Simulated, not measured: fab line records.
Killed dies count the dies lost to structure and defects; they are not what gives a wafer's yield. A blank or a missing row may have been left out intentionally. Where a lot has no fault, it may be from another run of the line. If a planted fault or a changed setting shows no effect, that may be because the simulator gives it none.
Matching of chambers :: flow nand_harc :: NHARC_A_WL_FILL_ALD_02 on ald_metal-04: 4 sister chambers
The step deposits TiN, target thk 2 nm, pulse time 3 s, ald cycles 100. 8 wafers are shown with their chamber, then 9 later ones without.

WAFERS WITH THEIR CHAMBER
wafer: L079.6
chamber: 0
heater_power_w (W): 1197
precursor_pulse_height_rel: 1.008

wafer: L081.6
chamber: 2
heater_power_w (W): 1064
precursor_pulse_height_rel: 0.990

wafer: L083.2
chamber: 0
heater_power_w (W): 1225
precursor_pulse_height_rel: 0.992

wafer: L084.3
chamber: 3
heater_power_w (W): 1154
precursor_pulse_height_rel: 1.006

wafer: L084.5
chamber: 1
heater_power_w (W): 1145
precursor_pulse_height_rel: 1.004

wafer: L087.3
chamber: 3
heater_power_w (W): 1147
precursor_pulse_height_rel: 1.006

wafer: L087.5
chamber: 1
heater_power_w (W): 1125
precursor_pulse_height_rel: 1.031

wafer: L087.6
chamber: 2
heater_power_w (W): 1065
precursor_pulse_height_rel: 0.974

WAFERS WITHOUT THEIR CHAMBER
wafer: L090.2
heater_power_w (W): 1194
precursor_pulse_height_rel: 1.011

wafer: L090.3
heater_power_w (W): 1092
precursor_pulse_height_rel: 0.983

wafer: L090.6
heater_power_w (W): 1136
precursor_pulse_height_rel: 0.969

wafer: L092.2
heater_power_w (W): 1090
precursor_pulse_height_rel: 0.997

wafer: L092.5
heater_power_w (W): 1091
precursor_pulse_height_rel: 1.009

wafer: L092.6
heater_power_w (W): 1116
precursor_pulse_height_rel: 1.004

wafer: L097.3
heater_power_w (W): 1154
precursor_pulse_height_rel: 0.998

wafer: L097.5
heater_power_w (W): 1147
precursor_pulse_height_rel: 0.992

wafer: L097.6
heater_power_w (W): 1144
precursor_pulse_height_rel: 0.989

EACH ONE'S CHAMBER
wafer: L090.2
from the rows above: can't be placed: 0 or 3
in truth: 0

wafer: L090.3
from the rows above: 2
in truth: 2

wafer: L090.6
from the rows above: can't be placed: 3 or 1
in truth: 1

wafer: L092.2
from the rows above: can't be placed: 2 or 1
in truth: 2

wafer: L092.5
from the rows above: can't be placed: 2 or 1 or 3
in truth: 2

wafer: L092.6
from the rows above: can't be placed: 1 or 3
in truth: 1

wafer: L097.3
from the rows above: can't be placed: 3 or 1
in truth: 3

wafer: L097.5
from the rows above: can't be placed: 3 or 1
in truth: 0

wafer: L097.6
from the rows above: can't be placed: 3 or 1
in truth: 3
1 of 9 placed correctly. From these rows, 8 cannot be placed; in 7 the true chamber is one of the candidates. Wrongly placed: 0.
How it was worked out, from the rows above alone: a wafer's distance from a chamber is the root of the sum, over the readings, of the square of ((its reading less the chamber's mean) divided by the reading's scatter). If the next closest chamber is less than 2 further off than the closest, the wafer can't be placed; otherwise it belongs to the closest. The mean given for a chamber averages the wafers shown for that chamber. The scatter: take each reading less its chamber's mean, square it, sum over the shown wafers, divide by the number of wafers less the number of chambers, and take the root.
